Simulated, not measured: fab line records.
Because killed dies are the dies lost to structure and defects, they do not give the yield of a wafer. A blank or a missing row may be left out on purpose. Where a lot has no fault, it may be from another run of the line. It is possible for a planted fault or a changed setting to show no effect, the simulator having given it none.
Matching of chambers | flow nand_harc | 4 sister chambers for NHARC_A_STAIRCASE_CMP_472 on cmp-01
The step polishes SiO2. 4 wafers are shown with their chamber, then 9 later ones without.

== EACH WAFER AND ITS CHAMBER ==
wafer  | chamber | motor_current_A (A)
L080.1 | 2       | 12.9
L088.3 | 1       | 10.7
L091.5 | 0       | 10.7
L091.6 | 3       | 11.9

== WAFERS WITH NO CHAMBER GIVEN ==
wafer  | motor_current_A (A)
L090.2 | 12.7
L090.3 | 11.8
L090.5 | 12.9
L093.1 | 11.3
L093.2 | 10.5
L093.3 | 12.6
L096.1 | 11.0
L096.3 | 12.2
L096.6 | 12.6

== EACH ONE'S CHAMBER ==
wafer  | from the rows above          | in truth
L090.2 | can't be placed: 2 or 3      | 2
L090.3 | 3                            | 3
L090.5 | 2                            | 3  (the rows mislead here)
L093.1 | can't be placed: 3 or 0 or 1 | 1
L093.2 | can't be placed: 0 or 1      | 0
L093.3 | can't be placed: 2 or 3      | 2
L096.1 | can't be placed: 0 or 1 or 3 | 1
L096.3 | can't be placed: 3 or 2      | 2
L096.6 | can't be placed: 2 or 3      | 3
Placed correctly: 1 of 9. Cannot be placed on the basis of these rows: 7; the candidates contain the true chamber in 7. Wrongly placed: 1.
How it was worked out, from the rows above alone: a wafer's distance from a chamber is the root of the sum, over the readings, of the square of ((its reading less the chamber's mean) divided by the reading's scatter). The wafer belongs to the nearest chamber; if the next one is less than 2 further off, it can't be placed. The mean given for a chamber averages the wafers shown for that chamber. The scatter: with one shown wafer a chamber, the root of the mean of the squares of how far each hidden wafer lies from its nearest shown one.
